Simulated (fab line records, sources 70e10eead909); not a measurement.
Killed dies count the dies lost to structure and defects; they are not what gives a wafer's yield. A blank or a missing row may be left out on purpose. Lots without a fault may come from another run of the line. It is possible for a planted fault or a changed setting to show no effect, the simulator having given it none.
Which of the tools did it? + flow nandHarc + 23 lots with 69 wafers sampled at 6 steps, on a route of 1302 steps

## WHAT EACH GAUGE READ, for each wafer
The record holds no reading of a measuring or inspecting step that can be judged against a usual standard deviation.

## WHAT TOOL EACH LOT RAN ON (gives the tool, then ch and the chambers of the sampled wafers, and finally the start)
| lot  | NHARC_A_CHANNEL_FILL_D1_STRIP_29             | NHARC_A_DECK1_JOINT_CMP_13    | NHARC_A_CHANNEL_HOLE_D2_ETCH_39              | NHARC_A_CHANNEL_HOLE_D2_ETCH_26 | NHARC_A_CHANNEL_HOLE_D2_ETCH_27 | NHARC_A_CHANNEL_FILL_D2_ALD_14  |
|------|----------------------------------------------|-------------------------------|----------------------------------------------|---------------------------------|---------------------------------|---------------------------------|
| L075 | rieDiel-01 ch 2,3, day 11 09:59 or earlier   | cmp-04 ch 2,3, day 11 09:59   | rieDiel-06 ch 0,3, day 13 16:05 or earlier   | harEtch-01 ch 0,1, day 13 16:05 | harEtch-01 ch 0,1, day 13 16:17 | aldHk-02 ch 0,1,2, day 14 02:52 |
| L074 | rieDiel-01 ch 0,1,2, day 11 18:13 or earlier | cmp-03 ch 0,1,3, day 11 18:13 | rieDiel-11 ch 1,2,3, day 13 20:14 or earlier | harEtch-01 ch 0,1, day 13 20:14 | harEtch-01 ch 0,1, day 13 20:26 | aldHk-04 ch 1,2,3, day 14 05:44 |
| L076 | rieDiel-01 ch 0,1,2, day 12 04:47 or earlier | cmp-03 ch 0,2,3, day 12 04:47 | rieDiel-11 ch 0,2,3, day 14 01:31 or earlier | harEtch-01 ch 0,1, day 14 01:31 | harEtch-01 ch 0,1, day 14 01:42 | aldHk-04 ch 0,1,3, day 14 10:55 |
| L078 | rieDiel-08 ch 0,1,2, day 13 01:04 or earlier | cmp-01 ch 0,1,3, day 13 01:04 | rieDiel-04 ch 0,1,3, day 15 04:57 or earlier | harEtch-01 ch 0,1, day 15 04:57 | harEtch-01 ch 0,1, day 15 05:09 | aldHk-02 ch 0,1, day 15 14:32   |
| L077 | rieDiel-01 ch 1,2, day 13 01:04 or earlier   | cmp-03 ch 0,1,3, day 13 01:04 | rieDiel-11 ch 0,1,2, day 15 07:11 or earlier | harEtch-02 ch 0,1, day 15 07:11 | harEtch-02 ch 0,1, day 15 07:23 | aldHk-01 ch 0,1, day 15 18:51   |
| L079 | rieDiel-10 ch 0,3, day 13 11:09 or earlier   | cmp-01 ch 0,1,2, day 13 11:09 | rieDiel-11 ch 1,2,3, day 15 13:17 or earlier | harEtch-01 ch 0,1, day 15 13:17 | harEtch-01 ch 0,1, day 15 13:29 | aldHk-04 ch 1,2,3, day 15 22:26 |
| L080 | rieDiel-08 ch 0,3, day 13 11:10 or earlier   | cmp-03 ch 0,1,2, day 13 11:10 | rieDiel-04 ch 1,2,3, day 15 15:34 or earlier | harEtch-02 ch 0,1, day 15 15:34 | harEtch-02 ch 0,1, day 15 15:46 | aldHk-04 ch 0,2,3, day 16 01:59 |
| L081 | rieDiel-01 ch 1,2, day 14 13:02 or earlier   | cmp-03 ch 0,1,3, day 14 13:02 | rieDiel-06 ch 2,3, day 16 06:44 or earlier   | harEtch-02 ch 0,1, day 16 06:44 | harEtch-02 ch 0,1, day 16 06:56 | aldHk-04 ch 0,1, day 16 15:49   |
| L083 | rieDiel-10 ch 0,3, day 15 08:41 or earlier   | cmp-01 ch 0,2,3, day 15 08:41 | rieDiel-04 ch 0,1, day 17 21:43 or earlier   | harEtch-02 ch 0,1, day 17 21:43 | harEtch-02 ch 0,1, day 17 21:55 | aldHk-04 ch 0,3, day 18 07:25   |
| L084 | rieDiel-08 ch 0,1,2, day 15 19:46 or earlier | cmp-04 ch 0,1,3, day 15 19:46 | rieDiel-11 ch 0,1,2, day 17 23:28 or earlier | harEtch-01 ch 0,1, day 17 23:28 | harEtch-01 ch 0,1, day 17 23:40 | aldHk-04 ch 1,2,3, day 18 07:40 |
| L086 | rieDiel-08 ch 1,2,3, day 16 00:55 or earlier | cmp-01 ch 0,2, day 16 00:55   | rieDiel-11 ch 0,1,2, day 18 03:35 or earlier | harEtch-01 ch 0,1, day 18 03:35 | harEtch-01 ch 0,1, day 18 03:47 | aldHk-01 ch 0,1,2, day 18 12:49 |
| L085 | rieDiel-01 ch 1,2, day 15 12:22              | cmp-01 ch 1,2,3, day 16 07:23 | rieDiel-04 ch 2,3, day 18 07:47 or earlier   | harEtch-01 ch 0, day 18 07:47   | harEtch-01 ch 0, day 18 07:59   | aldHk-04 ch 0,2, day 18 16:59   |
| L087 | rieDiel-10 ch 0,1,3, day 16 13:52 or earlier | cmp-04 ch 0,2,3, day 16 13:52 | rieDiel-06 ch 0,2,3, day 18 15:04 or earlier | harEtch-02 ch 0,1, day 18 15:04 | harEtch-02 ch 0,1, day 18 15:15 | aldHk-04 ch 0,2,3, day 19 00:24 |
| L088 | rieDiel-08 ch 0,1,2, day 17 14:32 or earlier | cmp-03 ch 0,1,2, day 17 14:32 | rieDiel-11 ch 1,2,3, day 19 15:10 or earlier | harEtch-02 ch 0,1, day 19 15:10 | harEtch-02 ch 0,1, day 19 15:22 | aldHk-01 ch 1,2,3, day 20 00:16 |
| L090 | rieDiel-08 ch 0,1,3, day 18 01:20 or earlier | cmp-03 ch 0,1,3, day 18 01:20 | rieDiel-11 ch 1,2,3, day 19 21:36 or earlier | harEtch-02 ch 0,1, day 19 21:36 | harEtch-02 ch 0,1, day 19 21:48 | aldHk-02 ch 0,1,3, day 20 06:43 |
| L089 | rieDiel-01 ch 0,1,2, day 18 01:20 or earlier | cmp-01 ch 0,1,3, day 18 01:20 | rieDiel-04 ch 0,1,3, day 19 23:07 or earlier | harEtch-01 ch 0,1, day 19 23:07 | harEtch-01 ch 0,1, day 19 23:18 | aldHk-04 ch 0,1,2, day 20 06:46 |
| L092 | rieDiel-08 ch 1,2,3, day 18 14:04 or earlier | cmp-03 ch 0,1,2, day 18 14:04 | rieDiel-11 ch 0,1,2, day 20 15:44 or earlier | harEtch-01 ch 0,1, day 20 15:44 | harEtch-01 ch 0,1, day 20 15:56 | aldHk-02 ch 0,2,3, day 21 00:55 |
| L091 | rieDiel-01 ch 0,2,3, day 18 17:50 or earlier | cmp-01 ch 0,2,3, day 18 17:50 | rieDiel-04 ch 0,3, day 20 19:56 or earlier   | harEtch-01 ch 0,1, day 20 19:56 | harEtch-01 ch 0,1, day 20 20:08 | aldHk-01 ch 0,1,2, day 21 05:05 |
| L093 | rieDiel-08 ch 0,1,2, day 18 21:34 or earlier | cmp-03 ch 0,1,2, day 18 21:34 | rieDiel-06 ch 2,3, day 21 00:03 or earlier   | harEtch-01 ch 0,1, day 21 00:03 | harEtch-01 ch 0,1, day 21 00:15 | aldHk-04 ch 0,2,3, day 21 09:30 |
| L094 | rieDiel-08 ch 2,3, day 19 13:32              | cmp-04 ch 0,3, day 20 05:53   | rieDiel-04 ch 1,3, day 22 00:55 or earlier   | harEtch-02 ch 1, day 22 00:55   | harEtch-02 ch 1, day 22 01:07   | aldHk-04 ch 0,2, day 22 10:11   |
| L095 | rieDiel-01 ch 0,1,3, day 20 05:53 or earlier | cmp-01 ch 1,2,3, day 20 05:53 | rieDiel-06 ch 2,3, day 22 00:52 or earlier   | harEtch-01 ch 0,1, day 22 00:52 | harEtch-01 ch 0,1, day 22 01:04 | aldHk-04 ch 1,2,3, day 22 09:58 |
| L096 | rieDiel-08 ch 1,2,3, day 20 14:56 or earlier | cmp-03 ch 0,2,3, day 20 14:56 | rieDiel-04 ch 0,1,2, day 22 20:22 or earlier | harEtch-02 ch 0,1, day 22 20:22 | harEtch-02 ch 0,1, day 22 20:34 | aldHk-04 ch 0,2,3, day 23 04:44 |
| L097 | rieDiel-10 ch 0,2,3, day 20 18:46 or earlier | cmp-01 ch 0,1,3, day 20 18:46 | rieDiel-11 ch 0,1, day 22 19:35 or earlier   | harEtch-01 ch 0,1, day 22 19:35 | harEtch-01 ch 0,1, day 22 19:47 | aldHk-02 ch 1,2, day 23 04:46   |
- NHARC_A_CHANNEL_FILL_D1_STRIP_29: strips in O2, time 20 s.
- NHARC_A_DECK1_JOINT_CMP_13: polishes, target thk 51.023 nm.
- NHARC_A_CHANNEL_HOLE_D2_ETCH_39: etches the open film in N2/H2, target depth 260 nm, time 325 s.
- NHARC_A_CHANNEL_HOLE_D2_ETCH_26: etches the open film in C4F8/O2/Ar, time 224.1 s, target depth 300 nm.
- NHARC_A_CHANNEL_HOLE_D2_ETCH_27: etches the open film in C4F8/O2/Ar, time 90 s, target depth 400 nm.
- NHARC_A_CHANNEL_FILL_D2_ALD_14: deposits SiO2, target thk 2.5 nm, pulse time 10 s, ald cycles 25.

## WHAT THE TOOLS THEMSELVES READ (means of the sampled wafers that have a number; where no wafer has one, the mark that the record gives instead)
NHARC_A_CHANNEL_FILL_D1_STRIP_29. Usual: drypumpMotorCurrentA 5.9 A, standard deviation 0.35; oesProductAu 1.002 a.u., standard deviation 0.012; rfVppV 57.7 V, standard deviation 0.77; showerheadPlenumPTorr 3.52 Torr, standard deviation 0.15; throttleValvePct 17.035 %, standard deviation 0.0094.
| lot  | tool       | drypumpMotorCurrentA (A) | oesProductAu (a.u.) | rfVppV (V) | showerheadPlenumPTorr (Torr) | throttleValvePct (%) | flag |
|------|------------|--------------------------|---------------------|------------|------------------------------|----------------------|------|
| L075 | rieDiel-01 | 6.4                      | 0.997               | 57.8       | 3.40                         | 17.034               |      |
| L074 | rieDiel-01 | 6.0                      | 1.004               | 57.5       | 3.58                         | 17.033               |      |
| L076 | rieDiel-01 | 6.0                      | 1.009               | 58.6       | 3.58                         | 17.038               |      |
| L078 | rieDiel-08 | 5.8                      | 1.005               | 57.4       | 3.56                         | 17.039               |      |
| L077 | rieDiel-01 | 5.8                      | 1.014               | 58.0       | 3.60                         | 17.038               |      |
| L079 | rieDiel-10 | 5.9                      | 1.001               | 57.3       | 3.62                         | 17.038               |      |
| L080 | rieDiel-08 | 5.7                      | 0.986               | 57.5       | 3.43                         | 17.031               |      |
| L081 | rieDiel-01 | 5.8                      | 1.010               | 57.5       | 3.60                         | 17.030               |      |
| L083 | rieDiel-10 | 5.9                      | 1.001               | 57.6       | 3.62                         | 17.029               |      |
| L084 | rieDiel-08 | 5.8                      | 1.012               | 57.8       | 3.56                         | 17.041               |      |
| L086 | rieDiel-08 | 5.9                      | 1.015               | 57.5       | 3.45                         | 17.036               |      |
| L085 | rieDiel-01 | 5.8                      | 1.013               | 58.4       | 3.60                         | 17.043               |      |
| L087 | rieDiel-10 | 5.7                      | 1.012               | 57.1       | 3.51                         | 17.038               |      |
| L088 | rieDiel-08 | 5.8                      | 1.001               | 57.4       | 3.56                         | 17.040               |      |
| L090 | rieDiel-08 | 5.8                      | 0.993               | 57.3       | 3.47                         | 17.041               |      |
| L089 | rieDiel-01 | 6.0                      | 1.002               | 57.5       | 3.58                         | 17.042               |      |
| L092 | rieDiel-08 | 5.8                      | 0.997               | 56.8       | 3.45                         | 17.023               |      |
| L091 | rieDiel-01 | 6.3                      | 1.003               | 57.6       | 3.47                         | 17.031               |      |
| L093 | rieDiel-08 | 5.8                      | 0.991               | 57.9       | 3.56                         | 17.040               |      |
| L094 | rieDiel-08 | 5.7                      | 0.999               | 57.9       | 3.49                         | 17.040               |      |
| L095 | rieDiel-01 | 5.9                      | 1.009               | 57.9       | 3.62                         | 17.029               |      |
| L096 | rieDiel-08 | 5.8                      | 0.998               | 57.5       | 3.45                         | 17.031               |      |
| L097 | rieDiel-10 | 5.8                      | 1.004               | 57.5       | 3.56                         | 17.028               |      |

NHARC_A_DECK1_JOINT_CMP_13. Usual: motorCurrentA 12.1 A, standard deviation 1; timeToEndpointS 9.5 s, standard deviation 2.6.
| lot  | tool   | motorCurrentA (A) | timeToEndpointS (s) | flag |
|------|--------|-------------------|---------------------|------|
| L075 | cmp-04 | 11.8              | 11.6                |      |
| L074 | cmp-03 | 12.7              | 7.6                 |      |
| L076 | cmp-03 | 12.8              | 7.8                 |      |
| L078 | cmp-01 | 12.3              | 7.8                 |      |
| L077 | cmp-03 | 12.4              | 8.3                 |      |
| L079 | cmp-01 | 12.8              | 8.4                 |      |
| L080 | cmp-03 | 11.7              | 9.6                 |      |
| L081 | cmp-03 | 12.1              | 8.8                 |      |
| L083 | cmp-01 | 11.6              | 8.7                 |      |
| L084 | cmp-04 | 11.5              | 8.9                 |      |
| L086 | cmp-01 | 12.2              | 10.6                |      |
| L085 | cmp-01 | 12.4              | 10.8                |      |
| L087 | cmp-04 | 11.6              | 10.5                |      |
| L088 | cmp-03 | 12.0              | 10.5                |      |
| L090 | cmp-03 | 12.1              | 13.1                |      |
| L089 | cmp-01 | 12.4              | 10.9                |      |
| L092 | cmp-03 | 11.7              | 9.1                 |      |
| L091 | cmp-01 | 11.6              | 11.1                |      |
| L093 | cmp-03 | 11.6              | 8.1                 |      |
| L094 | cmp-04 | 11.5              | 8.0                 |      |
| L095 | cmp-01 | 12.0              | 8.6                 |      |
| L096 | cmp-03 | 12.3              | 7.8                 |      |
| L097 | cmp-01 | 11.9              | 8.7                 |      |

NHARC_A_CHANNEL_HOLE_D2_ETCH_39. Usual: drypumpMotorCurrentA 5.5 A, standard deviation 0.39; oesProductAu 1.000 a.u., standard deviation 0.013; rfVppV 430.9 V, standard deviation 2.2; showerheadPlenumPTorr 2.06 Torr, standard deviation 0.075; throttleValvePct 14.172 %, standard deviation 0.009.
| lot  | tool       | drypumpMotorCurrentA (A) | oesProductAu (a.u.) | rfVppV (V) | showerheadPlenumPTorr (Torr) | throttleValvePct (%) | flag |
|------|------------|--------------------------|---------------------|------------|------------------------------|----------------------|------|
| L075 | rieDiel-06 | 5.7                      | 0.991               | 429.9      | 2.03                         | 14.168               |      |
| L074 | rieDiel-11 | 5.3                      | 1.007               | 431.0      | 2.07                         | 14.170               |      |
| L076 | rieDiel-11 | 5.5                      | 1.009               | 432.2      | 2.12                         | 14.168               |      |
| L078 | rieDiel-04 | 5.5                      | 1.011               | 428.9      | 2.00                         | 14.175               |      |
| L077 | rieDiel-11 | 5.4                      | 1.000               | 432.0      | 2.10                         | 14.177               |      |
| L079 | rieDiel-11 | 5.3                      | 1.002               | 431.2      | 2.07                         | 14.176               |      |
| L080 | rieDiel-04 | 5.2                      | 1.001               | 431.2      | 2.04                         | 14.165               |      |
| L081 | rieDiel-06 | 6.0                      | 0.983               | 428.7      | 1.96                         | 14.170               |      |
| L083 | rieDiel-04 | 5.9                      | 1.003               | 427.9      | 1.99                         | 14.173               |      |
| L084 | rieDiel-11 | 5.4                      | 1.007               | 431.6      | 2.09                         | 14.177               |      |
| L086 | rieDiel-11 | 5.4                      | 1.003               | 431.7      | 2.09                         | 14.181               |      |
| L085 | rieDiel-04 | 4.9                      | 0.983               | 430.9      | 2.05                         | 14.170               |      |
| L087 | rieDiel-06 | 5.8                      | 1.001               | 429.6      | 1.98                         | 14.173               |      |
| L088 | rieDiel-11 | 5.3                      | 0.999               | 431.3      | 2.07                         | 14.176               |      |
| L090 | rieDiel-11 | 5.3                      | 0.997               | 431.3      | 2.07                         | 14.178               |      |
| L089 | rieDiel-04 | 5.5                      | 1.006               | 429.4      | 2.00                         | 14.170               |      |
| L092 | rieDiel-11 | 5.4                      | 0.998               | 431.6      | 2.09                         | 14.167               |      |
| L091 | rieDiel-04 | 5.6                      | 0.997               | 429.3      | 2.00                         | 14.169               |      |
| L093 | rieDiel-06 | 6.0                      | 0.989               | 428.6      | 1.96                         | 14.169               |      |
| L094 | rieDiel-04 | 5.2                      | 1.002               | 430.1      | 2.01                         | 14.175               |      |
| L095 | rieDiel-06 | 6.0                      | 0.990               | 428.6      | 1.96                         | 14.164               |      |
| L096 | rieDiel-04 | 5.6                      | 1.003               | 429.4      | 2.03                         | 14.175               |      |
| L097 | rieDiel-11 | 5.5                      | 0.997               | 432.8      | 2.09                         | 14.168               |      |

NHARC_A_CHANNEL_HOLE_D2_ETCH_26. Usual: c4f8FlowSccm 11.39 sccm, standard deviation 0.035; drypumpMotorCurrentA 5.7 A, standard deviation 0.48; showerheadPlenumPTorr 3.713 Torr, standard deviation 0.027; throttleValvePct 24.583 %, standard deviation 0.01.
| lot  | tool       | c4f8FlowSccm (sccm) | drypumpMotorCurrentA (A) | showerheadPlenumPTorr (Torr) | throttleValvePct (%) | flag |
|------|------------|---------------------|--------------------------|------------------------------|----------------------|------|
| L075 | harEtch-01 | 11.36               | 5.7                      | 3.743                        | 24.586               |      |
| L074 | harEtch-01 | 11.39               | 5.7                      | 3.741                        | 24.588               |      |
| L076 | harEtch-01 | 11.39               | 5.7                      | 3.739                        | 24.599               |      |
| L078 | harEtch-01 | 11.37               | 5.7                      | 3.734                        | 24.583               |      |
| L077 | harEtch-02 | 11.40               | 5.3                      | 3.741                        | 24.583               |      |
| L079 | harEtch-01 | 11.39               | 5.7                      | 3.729                        | 24.582               |      |
| L080 | harEtch-02 | 11.41               | 5.9                      | 3.752                        | 24.586               |      |
| L081 | harEtch-02 | 11.40               | 5.9                      | 3.745                        | 24.587               |      |
| L083 | harEtch-02 | 11.39               | 5.9                      | 3.736                        | 24.592               |      |
| L084 | harEtch-01 | 11.39               | 5.7                      | 3.710                        | 24.586               |      |
| L086 | harEtch-01 | 11.38               | 5.7                      | 3.708                        | 24.587               |      |
| L085 | harEtch-01 | 11.41               | 5.7                      | 3.706                        | 24.585               |      |
| L087 | harEtch-02 | 11.38               | 5.9                      | 3.729                        | 24.587               |      |
| L088 | harEtch-02 | 11.42               | 5.3                      | 3.705                        | 24.582               |      |
| L090 | harEtch-02 | 11.40               | 5.3                      | 3.703                        | 24.584               |      |
| L089 | harEtch-01 | 11.36               | 5.7                      | 3.693                        | 24.585               |      |
| L092 | harEtch-01 | 11.35               | 5.6                      | 3.688                        | 24.563               |      |
| L091 | harEtch-01 | 11.35               | 5.6                      | 3.686                        | 24.589               |      |
| L093 | harEtch-01 | 11.41               | 5.7                      | 3.684                        | 24.587               |      |
| L094 | harEtch-02 | 11.39               | 4.8                      | 3.673                        | 24.587               |      |
| L095 | harEtch-01 | 11.40               | 5.7                      | 3.679                        | 24.585               |      |
| L096 | harEtch-02 | 11.42               | 5.9                      | 3.695                        | 24.586               |      |
| L097 | harEtch-01 | 11.39               | 5.7                      | 3.671                        | 24.583               |      |

NHARC_A_CHANNEL_HOLE_D2_ETCH_27. Usual: c4f8FlowSccm 41.70 sccm, standard deviation 0.13; drypumpMotorCurrentA 5.7 A, standard deviation 0.49; showerheadPlenumPTorr 3.707 Torr, standard deviation 0.026; throttleValvePct 27.620 %, standard deviation 0.0089.
| lot  | tool       | c4f8FlowSccm (sccm) | drypumpMotorCurrentA (A) | showerheadPlenumPTorr (Torr) | throttleValvePct (%) | flag |
|------|------------|---------------------|--------------------------|------------------------------|----------------------|------|
| L075 | harEtch-01 | 41.69               | 5.6                      | 3.737                        | 27.620               |      |
| L074 | harEtch-01 | 41.60               | 5.7                      | 3.735                        | 27.621               |      |
| L076 | harEtch-01 | 41.76               | 5.6                      | 3.732                        | 27.621               |      |
| L078 | harEtch-01 | 41.69               | 5.6                      | 3.728                        | 27.626               |      |
| L077 | harEtch-02 | 41.66               | 5.3                      | 3.734                        | 27.621               |      |
| L079 | harEtch-01 | 41.78               | 5.7                      | 3.724                        | 27.623               |      |
| L080 | harEtch-02 | 41.75               | 5.9                      | 3.745                        | 27.628               |      |
| L081 | harEtch-02 | 41.87               | 5.9                      | 3.738                        | 27.617               |      |
| L083 | harEtch-02 | 41.73               | 5.9                      | 3.730                        | 27.609               |      |
| L084 | harEtch-01 | 41.64               | 5.6                      | 3.704                        | 27.618               |      |
| L086 | harEtch-01 | 41.83               | 5.6                      | 3.702                        | 27.616               |      |
| L085 | harEtch-01 | 41.77               | 5.7                      | 3.700                        | 27.624               |      |
| L087 | harEtch-02 | 41.76               | 5.9                      | 3.723                        | 27.618               |      |
| L088 | harEtch-02 | 41.75               | 5.3                      | 3.700                        | 27.637               |      |
| L090 | harEtch-02 | 41.63               | 5.3                      | 3.698                        | 27.619               |      |
| L089 | harEtch-01 | 41.75               | 5.7                      | 3.687                        | 27.614               |      |
| L092 | harEtch-01 | 41.71               | 5.6                      | 3.683                        | 27.614               |      |
| L091 | harEtch-01 | 41.59               | 5.6                      | 3.681                        | 27.620               |      |
| L093 | harEtch-01 | 41.75               | 5.7                      | 3.679                        | 27.614               |      |
| L094 | harEtch-02 | 41.73               | 4.8                      | 3.668                        | 27.616               |      |
| L095 | harEtch-01 | 41.91               | 5.7                      | 3.674                        | 27.612               |      |
| L096 | harEtch-02 | 41.51               | 5.9                      | 3.689                        | 27.624               |      |
| L097 | harEtch-01 | 41.67               | 5.7                      | 3.666                        | 27.618               |      |

NHARC_A_CHANNEL_FILL_D2_ALD_14. Usual: heaterPowerW 489 W, standard deviation 50; precursorPulseHeightRel 0.999, standard deviation 0.021.
| lot  | tool     | heaterPowerW (W) | precursorPulseHeightRel | flag |
|------|----------|------------------|-------------------------|------|
| L075 | aldHk-02 | 517              | 1.003                   |      |
| L074 | aldHk-04 | 455              | 0.986                   |      |
| L076 | aldHk-04 | 516              | 0.987                   |      |
| L078 | aldHk-02 | 554              | 0.997                   |      |
| L077 | aldHk-01 | 484              | 0.986                   |      |
| L079 | aldHk-04 | 459              | 0.992                   |      |
| L080 | aldHk-04 | 505              | 1.025                   |      |
| L081 | aldHk-04 | 509              | 1.005                   |      |
| L083 | aldHk-04 | 546              | 1.009                   |      |
| L084 | aldHk-04 | 464              | 1.002                   |      |
| L086 | aldHk-01 | 485              | 1.011                   |      |
| L085 | aldHk-04 | 499              | 1.013                   |      |
| L087 | aldHk-04 | 500              | 1.017                   |      |
| L088 | aldHk-01 | 478              | 0.976                   |      |
| L090 | aldHk-02 | 511              | 0.982                   |      |
| L089 | aldHk-04 | 487              | 1.010                   |      |
| L092 | aldHk-02 | 499              | 1.000                   |      |
| L091 | aldHk-01 | 478              | 0.998                   |      |
| L093 | aldHk-04 | 487              | 0.985                   |      |
| L094 | aldHk-04 | 531              | 1.012                   |      |
| L095 | aldHk-04 | 450              | 1.004                   |      |
| L096 | aldHk-04 | 479              | 0.994                   |      |
| L097 | aldHk-02 | 466              | 0.991                   |      |

## THE ANSWER, worked out from the rows above alone
Rule: lot off if the mean of its wafers having a number is beyond 3 standard deviations from the usual mean. A lot without any number at a reading at which 4 lots or more have one is off too. Any other lot the step has rows for is counted as sound. The gauges are gone through in route order, then the tools' own readings, and for those a lot's mean is taken as printed above. The first step at which some lot is off is used, and at that step the reading that is off furthest; a lot without a number counts as furthest.
None of the lots is off at any reading shown; this tells nothing.

## WHAT HAD BEEN PUT IN BY THE SIMULATOR
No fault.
